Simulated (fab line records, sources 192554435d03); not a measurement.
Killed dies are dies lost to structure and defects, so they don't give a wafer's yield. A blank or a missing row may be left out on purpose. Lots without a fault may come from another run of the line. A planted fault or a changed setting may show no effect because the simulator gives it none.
Which tool did it? | flow n5_finfet | 24 lots, 72 wafers sampled, at 6 steps of a route of 1938

WHAT THE GAUGES READ, wafer by wafer
The record holds no reading of a measuring or inspecting step that can be judged against a usual standard deviation.

WHICH TOOL RAN EACH LOT (tool, then ch and the chambers of the sampled wafers, then the start)
lot  | N5_BEOL_M1_ETCH_70                 | N5_BEOL_M1_SURFACE_TREAT_85  | N5_BEOL_M1_ANNEAL_49         | N5_BEOL_M1_SPUTTER_79        | N5_BEOL_M1_ANNEAL_82         | N5_BEOL_M1_SPUTTER_88
L074 | rie_diel-01 ch 0,1, day 6 07:22    | pvd_sputter-01, day 6 08:24  | pvd_sputter-03, day 6 08:52  | pvd_sputter-03, day 6 09:00  | pvd_sputter-03, day 6 09:18  | pvd_sputter-03, day 6 09:40
L075 | rie_diel-06 ch 0,2,3, day 6 10:28  | pvd_sputter-01, day 6 11:31  | pvd_sputter-01, day 6 12:06  | pvd_sputter-01, day 6 12:14  | pvd_sputter-01, day 6 12:32  | pvd_sputter-01, day 6 12:54
L076 | rie_diel-06 ch 0,1, day 6 15:38    | pvd_sputter-02, day 6 16:31  | pvd_sputter-02, day 6 16:50  | pvd_sputter-02, day 6 16:58  | pvd_sputter-02, day 6 17:16  | pvd_sputter-02, day 6 17:38
L077 | rie_diel-01 ch 1,2,3, day 7 00:34  | pvd_sputter-02, day 7 01:54  | pvd_sputter-02, day 7 02:28  | pvd_sputter-02, day 7 02:37  | pvd_sputter-02, day 7 02:55  | pvd_sputter-02, day 7 03:16
L078 | rie_diel-06 ch 0,1,2, day 7 07:32  | pvd_sputter-03, day 7 08:46  | pvd_sputter-01, day 7 09:13  | pvd_sputter-01, day 7 09:21  | pvd_sputter-01, day 7 09:39  | pvd_sputter-01, day 7 10:01
L080 | rie_diel-01 ch 0,1,3, day 7 15:50  | pvd_sputter-01, day 7 17:11  | pvd_sputter-01, day 7 17:44  | pvd_sputter-01, day 7 17:53  | pvd_sputter-01, day 7 18:11  | pvd_sputter-01, day 7 18:32
L079 | rie_diel-01 ch 0,1, day 7 19:37    | pvd_sputter-01, day 7 21:54  | pvd_sputter-03, day 7 22:22  | pvd_sputter-03, day 7 22:30  | pvd_sputter-03, day 7 22:48  | pvd_sputter-03, day 7 23:10
L081 | rie_diel-06 ch 1,3, day 7 23:52    | pvd_sputter-03, day 8 01:16  | pvd_sputter-03, day 8 01:34  | pvd_sputter-03, day 8 01:42  | pvd_sputter-03, day 8 02:00  | pvd_sputter-03, day 8 02:22
L082 | rie_diel-01 ch 1,2,3, day 8 10:53  | pvd_sputter-01, day 8 12:37  | pvd_sputter-01, day 8 13:00  | pvd_sputter-01, day 8 13:08  | pvd_sputter-01, day 8 13:26  | pvd_sputter-01, day 8 13:48
L083 | rie_diel-02 ch 0,2,3, day 8 12:57  | pvd_sputter-03, day 8 14:30  | pvd_sputter-03, day 8 14:49  | pvd_sputter-03, day 8 14:58  | pvd_sputter-03, day 8 15:16  | pvd_sputter-03, day 8 15:37
L084 | rie_diel-06 ch 0,3, day 8 18:53    | pvd_sputter-02, day 8 19:45  | pvd_sputter-02, day 8 20:05  | pvd_sputter-02, day 8 20:13  | pvd_sputter-02, day 8 20:31  | pvd_sputter-02, day 8 20:53
L085 | rie_diel-02 ch 0,2,3, day 9 05:06  | pvd_sputter-03, day 9 07:10  | pvd_sputter-02, day 9 07:50  | pvd_sputter-02, day 9 07:58  | pvd_sputter-02, day 9 08:16  | pvd_sputter-02, day 9 08:38
L086 | rie_diel-06 ch 1,2,3, day 9 08:35  | pvd_sputter-01, day 9 10:19  | pvd_sputter-02, day 9 10:40  | pvd_sputter-02, day 9 10:49  | pvd_sputter-02, day 9 11:07  | pvd_sputter-02, day 9 11:28
L087 | rie_diel-01 ch 0,1, day 9 12:03    | pvd_sputter-02, day 9 13:43  | pvd_sputter-01, day 9 14:03  | pvd_sputter-01, day 9 14:11  | pvd_sputter-01, day 9 14:29  | pvd_sputter-01, day 9 14:51
L089 | rie_diel-06 ch 1,2,3, day 9 21:02  | pvd_sputter-03, day 9 22:11  | pvd_sputter-01, day 9 22:36  | pvd_sputter-01, day 9 22:44  | pvd_sputter-01, day 9 23:02  | pvd_sputter-01, day 9 23:24
L088 | rie_diel-01 ch 0,1,3, day 10 08:10 | pvd_sputter-01, day 10 10:09 | pvd_sputter-01, day 10 10:43 | pvd_sputter-01, day 10 10:51 | pvd_sputter-01, day 10 11:09 | pvd_sputter-01, day 10 11:31
L090 | rie_diel-06 ch 0,2,3, day 10 12:07 | pvd_sputter-03, day 10 13:12 | pvd_sputter-02, day 10 13:34 | pvd_sputter-02, day 10 13:43 | pvd_sputter-02, day 10 14:01 | pvd_sputter-02, day 10 14:22
L091 | rie_diel-06 ch 0,2,3, day 10 15:10 | pvd_sputter-01, day 10 16:46 | pvd_sputter-03, day 10 17:09 | pvd_sputter-03, day 10 17:17 | pvd_sputter-03, day 10 17:35 | pvd_sputter-03, day 10 17:57
L092 | rie_diel-06 ch 1,3, day 10 18:22   | pvd_sputter-01, day 10 19:21 | pvd_sputter-01, day 10 19:43 | pvd_sputter-01, day 10 19:52 | pvd_sputter-01, day 10 20:10 | pvd_sputter-01, day 10 20:31
L093 | rie_diel-02 ch 0,2, day 10 21:02   | pvd_sputter-03, day 10 22:09 | pvd_sputter-01, day 10 22:28 | pvd_sputter-01, day 10 22:36 | pvd_sputter-01, day 10 22:54 | pvd_sputter-01, day 10 23:16
L094 | rie_diel-02 ch 1,2,3, day 11 00:28 | pvd_sputter-01, day 11 01:43 | pvd_sputter-03, day 11 02:01 | pvd_sputter-03, day 11 02:10 | pvd_sputter-03, day 11 02:28 | pvd_sputter-03, day 11 02:49
L095 | rie_diel-02 ch 1,2, day 11 06:56   | pvd_sputter-03, day 11 08:06 | pvd_sputter-02, day 11 09:35 | pvd_sputter-02, day 11 09:44 | pvd_sputter-02, day 11 10:02 | pvd_sputter-02, day 11 10:23
L097 | rie_diel-02 ch 0,1,3, day 12 02:32 | pvd_sputter-01, day 12 03:52 | pvd_sputter-02, day 12 04:17 | pvd_sputter-02, day 12 04:26 | pvd_sputter-02, day 12 04:44 | pvd_sputter-02, day 12 05:05
L096 | rie_diel-01 ch 1,2,3, day 12 03:00 | pvd_sputter-03, day 12 05:50 | pvd_sputter-02, day 12 06:17 | pvd_sputter-02, day 12 06:26 | pvd_sputter-02, day 12 06:44 | pvd_sputter-02, day 12 07:05
- N5_BEOL_M1_ETCH_70: etches SOC in N2/H2, target depth 80 nm, overetch 16 nm, time 120 s.
- N5_BEOL_M1_SURFACE_TREAT_85
- N5_BEOL_M1_ANNEAL_49: time 240 s.
- N5_BEOL_M1_SPUTTER_79: material Cu, target thk 4.5 nm, time 8.29 s.
- N5_BEOL_M1_ANNEAL_82: time 240 s.
- N5_BEOL_M1_SPUTTER_88: material Cu, target thk 4.5 nm, time 8.29 s.

WHAT THE TOOLS THEMSELVES READ (means of the sampled wafers that have a number; where no wafer has one, the mark that the record gives instead)
N5_BEOL_M1_ETCH_70. Usual: drypump_motor_current_A 5.5 A, standard deviation 0.49; oes_product_au 0.57 a.u., standard deviation 0.04; rf_vpp_V 522.4 V, standard deviation 2.8; showerhead_plenum_p_Torr 2.49 Torr, standard deviation 0.09; temp_c 40.00 C, standard deviation 0.12; throttle_valve_pct 17.81 %, standard deviation 0.18.
lot  | tool        | drypump_motor_current_A (A) | oes_product_au (a.u.) | rf_vpp_V (V) | showerhead_plenum_p_Torr (Torr) | temp_c (C) | throttle_valve_pct (%) | flag
L074 | rie_diel-01 | 4.9                         | 0.57                  | 524.8        | 2.55                            | 40.14      | 17.85                  |
L075 | rie_diel-06 | 5.4                         | 0.56                  | 521.9        | 2.47                            | 39.93      | 17.93                  |
L076 | rie_diel-06 | 5.4                         | 0.58                  | 523.0        | 2.52                            | 39.98      | 18.05                  |
L077 | rie_diel-01 | 5.6                         | 0.55                  | 524.3        | 2.56                            | 40.06      | 17.86                  |
L078 | rie_diel-06 | 5.1                         | 0.58                  | 521.8        | 2.48                            | 39.95      | 17.91                  |
L080 | rie_diel-01 | 5.3                         | 0.56                  | 522.7        | 2.50                            | 40.01      | 17.86                  |
L079 | rie_diel-01 | 5.2                         | 0.58                  | 520.1        | 2.44                            | 40.05      | 17.72                  |
L081 | rie_diel-06 | 5.4                         | 0.54                  | 520.8        | 2.42                            | 40.08      | 17.83                  |
L082 | rie_diel-01 | 5.6                         | 0.55                  | 524.1        | 2.56                            | 40.02      | 17.89                  |
L083 | rie_diel-02 | 5.4                         | 0.61                  | 524.7        | 2.56                            | 39.90      | 17.66                  |
L084 | rie_diel-06 | 5.6                         | 0.55                  | 522.7        | 2.50                            | 39.88      | 18.10                  |
L085 | rie_diel-02 | 5.4                         | 0.60                  | 523.9        | 2.56                            | 40.06      | 17.67                  |
L086 | rie_diel-06 | 5.2                         | 0.56                  | 520.5        | 2.42                            | 39.95      | 17.82                  |
L087 | rie_diel-01 | 4.9                         | 0.56                  | 523.7        | 2.53                            | 39.92      | 17.88                  |
L089 | rie_diel-06 | 5.2                         | 0.55                  | 520.6        | 2.42                            | 40.14      | 17.82                  |
L088 | rie_diel-01 | 5.3                         | 0.55                  | 523.4        | 2.49                            | 39.99      | 17.90                  |
L090 | rie_diel-06 | 5.4                         | 0.54                  | 521.0        | 2.46                            | 39.99      | 17.99                  |
L091 | rie_diel-06 | 5.4                         | 0.54                  | 521.7        | 2.46                            | 40.01      | 17.98                  |
L092 | rie_diel-06 | 5.1                         | 0.56                  | 521.5        | 2.43                            | 40.08      | 17.85                  |
L093 | rie_diel-02 | 5.2                         | 0.59                  | 523.3        | 2.51                            | 39.99      | 17.72                  |
L094 | rie_diel-02 | 5.8                         | 0.57                  | 521.5        | 2.47                            | 40.04      | 17.75                  |
L095 | rie_diel-02 | 5.5                         | 0.57                  | 519.7        | 2.42                            | 39.98      | 17.76                  |
L097 | rie_diel-02 | 5.8                         | 0.60                  | 524.4        | 2.55                            | 39.96      | 17.68                  |
L096 | rie_diel-01 | 5.6                         | 0.61                  | 523.7        | 2.55                            | 40.03      | 17.78                  |

N5_BEOL_M1_ANNEAL_49. Usual: heater_power_w 826 W, standard deviation 80.
lot  | tool           | heater_power_w (W) | flag
L074 | pvd_sputter-03 | 768                |
L075 | pvd_sputter-01 | 856                |
L076 | pvd_sputter-02 | 767                |
L077 | pvd_sputter-02 | 897                |
L078 | pvd_sputter-01 | 797                |
L080 | pvd_sputter-01 | 828                |
L079 | pvd_sputter-03 | 906                |
L081 | pvd_sputter-03 | 944                |
L082 | pvd_sputter-01 | 808                |
L083 | pvd_sputter-03 | 870                |
L084 | pvd_sputter-02 | 746                |
L085 | pvd_sputter-02 | 843                |
L086 | pvd_sputter-02 | 838                |
L087 | pvd_sputter-01 | 840                |
L089 | pvd_sputter-01 | 827                |
L088 | pvd_sputter-01 | 780                |
L090 | pvd_sputter-02 | 769                |
L091 | pvd_sputter-03 | 984                |
L092 | pvd_sputter-01 | 834                |
L093 | pvd_sputter-01 | 824                |
L094 | pvd_sputter-03 | 938                |
L095 | pvd_sputter-02 | 808                |
L097 | pvd_sputter-02 | 832                |
L096 | pvd_sputter-02 | 808                |

N5_BEOL_M1_SPUTTER_79. Usual: throttle_valve_pct 29.5 %, standard deviation 1.2.
lot  | tool           | throttle_valve_pct (%) | flag
L074 | pvd_sputter-03 | 29.2                   |
L075 | pvd_sputter-01 | 29.5                   |
L076 | pvd_sputter-02 | 30.2                   |
L077 | pvd_sputter-02 | 28.6                   |
L078 | pvd_sputter-01 | 29.9                   |
L080 | pvd_sputter-01 | 28.9                   |
L079 | pvd_sputter-03 | 30.5                   |
L081 | pvd_sputter-03 | 30.2                   |
L082 | pvd_sputter-01 | 29.4                   |
L083 | pvd_sputter-03 | 29.6                   |
L084 | pvd_sputter-02 | 29.8                   |
L085 | pvd_sputter-02 | 29.4                   |
L086 | pvd_sputter-02 | 29.4                   |
L087 | pvd_sputter-01 | 29.0                   |
L089 | pvd_sputter-01 | 28.8                   |
L088 | pvd_sputter-01 | 28.7                   |
L090 | pvd_sputter-02 | 30.2                   |
L091 | pvd_sputter-03 | 30.8                   |
L092 | pvd_sputter-01 | 28.9                   |
L093 | pvd_sputter-01 | 28.8                   |
L094 | pvd_sputter-03 | 30.1                   |
L095 | pvd_sputter-02 | 28.8                   |
L097 | pvd_sputter-02 | 29.5                   |
L096 | pvd_sputter-02 | 29.1                   |

N5_BEOL_M1_ANNEAL_82. Usual: heater_power_w 824 W, standard deviation 79.
lot  | tool           | heater_power_w (W) | flag
L074 | pvd_sputter-03 | 771                |
L075 | pvd_sputter-01 | 835                |
L076 | pvd_sputter-02 | 764                |
L077 | pvd_sputter-02 | 894                |
L078 | pvd_sputter-01 | 818                |
L080 | pvd_sputter-01 | 829                |
L079 | pvd_sputter-03 | 912                |
L081 | pvd_sputter-03 | 933                |
L082 | pvd_sputter-01 | 798                |
L083 | pvd_sputter-03 | 853                |
L084 | pvd_sputter-02 | 740                |
L085 | pvd_sputter-02 | 827                |
L086 | pvd_sputter-02 | 836                |
L087 | pvd_sputter-01 | 838                |
L089 | pvd_sputter-01 | 837                |
L088 | pvd_sputter-01 | 782                |
L090 | pvd_sputter-02 | 771                |
L091 | pvd_sputter-03 | 979                |
L092 | pvd_sputter-01 | 824                |
L093 | pvd_sputter-01 | 823                |
L094 | pvd_sputter-03 | 918                |
L095 | pvd_sputter-02 | 798                |
L097 | pvd_sputter-02 | 831                |
L096 | pvd_sputter-02 | 804                |

N5_BEOL_M1_SPUTTER_88. Usual: throttle_valve_pct 29.5 %, standard deviation 1.2.
lot  | tool           | throttle_valve_pct (%) | flag
L074 | pvd_sputter-03 | 29.0                   |
L075 | pvd_sputter-01 | 29.5                   |
L076 | pvd_sputter-02 | 30.2                   |
L077 | pvd_sputter-02 | 28.6                   |
L078 | pvd_sputter-01 | 30.1                   |
L080 | pvd_sputter-01 | 28.9                   |
L079 | pvd_sputter-03 | 30.4                   |
L081 | pvd_sputter-03 | 30.2                   |
L082 | pvd_sputter-01 | 29.6                   |
L083 | pvd_sputter-03 | 29.6                   |
L084 | pvd_sputter-02 | 29.9                   |
L085 | pvd_sputter-02 | 29.4                   |
L086 | pvd_sputter-02 | 29.6                   |
L087 | pvd_sputter-01 | 28.9                   |
L089 | pvd_sputter-01 | 28.8                   |
L088 | pvd_sputter-01 | 28.6                   |
L090 | pvd_sputter-02 | 30.3                   |
L091 | pvd_sputter-03 | 31.0                   |
L092 | pvd_sputter-01 | 28.9                   |
L093 | pvd_sputter-01 | 28.7                   |
L094 | pvd_sputter-03 | 30.0                   |
L095 | pvd_sputter-02 | 28.9                   |
L097 | pvd_sputter-02 | 29.4                   |
L096 | pvd_sputter-02 | 29.0                   |

THE ANSWER, worked out from the rows above alone
Rule: a lot is off if the mean of its wafers that have a number lies more than 3 standard deviations from the usual mean. A lot without any number at a reading at which 4 lots or more have one is off too. The other lots that the step has rows for count as sound. The gauges are gone through in route order, then the tools' own readings, and for those a lot's mean is taken as printed above. The first step at which some lot is off is used, and at that step the reading that is off furthest; a lot without a number counts as furthest.
No lot is off at any reading shown: from this, nothing can be told.

WHAT THE SIMULATOR HAD PUT IN
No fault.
